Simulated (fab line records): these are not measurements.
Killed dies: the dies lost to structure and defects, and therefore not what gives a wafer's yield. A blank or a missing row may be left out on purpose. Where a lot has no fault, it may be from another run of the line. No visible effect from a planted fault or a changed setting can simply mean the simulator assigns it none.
Chamber matching ; flow nand-harc ; NHARC_P_BONDPAD_ACTIVATE_29 on rie-diel-05 has 4 sister chambers
The step chemistry N2, time 60 s. 8 wafers are shown with their chamber, then 7 later ones without.

## WAFERS WITH THEIR CHAMBER
wafer;chamber;drypump-motor-current-A (A);oes-product-au (a.u.)
L872.2;0;6.1;0.997
L875.4;3;5.4;1.001
L875.6;2;5.9;1.003
L878.2;1;6.1;1.003
L878.5;2;5.9;1.001
L878.6;1;6.2;1.003
L881.2;0;6.1;0.996
L881.3;3;5.4;1.017

## WAFERS WHOSE CHAMBER IS MISSING
wafer;drypump-motor-current-A (A);oes-product-au (a.u.)
L881.5;5.3;1.008
L882.2;5.9;0.986
L882.3;6.1;0.985
L882.6;6.2;1.014
L890.1;5.4;1.007
L890.2;5.8;0.990
L890.5;5.9;0.993

## WHICH CHAMBER EACH WENT THROUGH
wafer;from the rows above;in truth
L881.5;3;3
L882.2;2;2
L882.3;can't be placed: 0 or 1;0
L882.6;can't be placed: 1 or 0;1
L890.1;3;3
L890.2;2;2
L890.5;2;2
5 of 7 placed correctly. Can't be placed from these rows: 2 (the true chamber is among the candidates in 2). Wrongly placed: 0.
How it was worked out, from the rows above alone: a wafer's distance from a chamber is the root of the sum, over the readings, of the square of ((its reading less the chamber's mean) divided by the reading's scatter). If the next closest chamber is less than 2 further off than the closest, the wafer can't be placed; otherwise it belongs to the closest. For every chamber, the mean is computed from those of its wafers that are shown. The scatter is the square root of a quotient: the sum, over the shown wafers, of each reading's squared deviation from its chamber's mean, divided by wafers minus chambers.
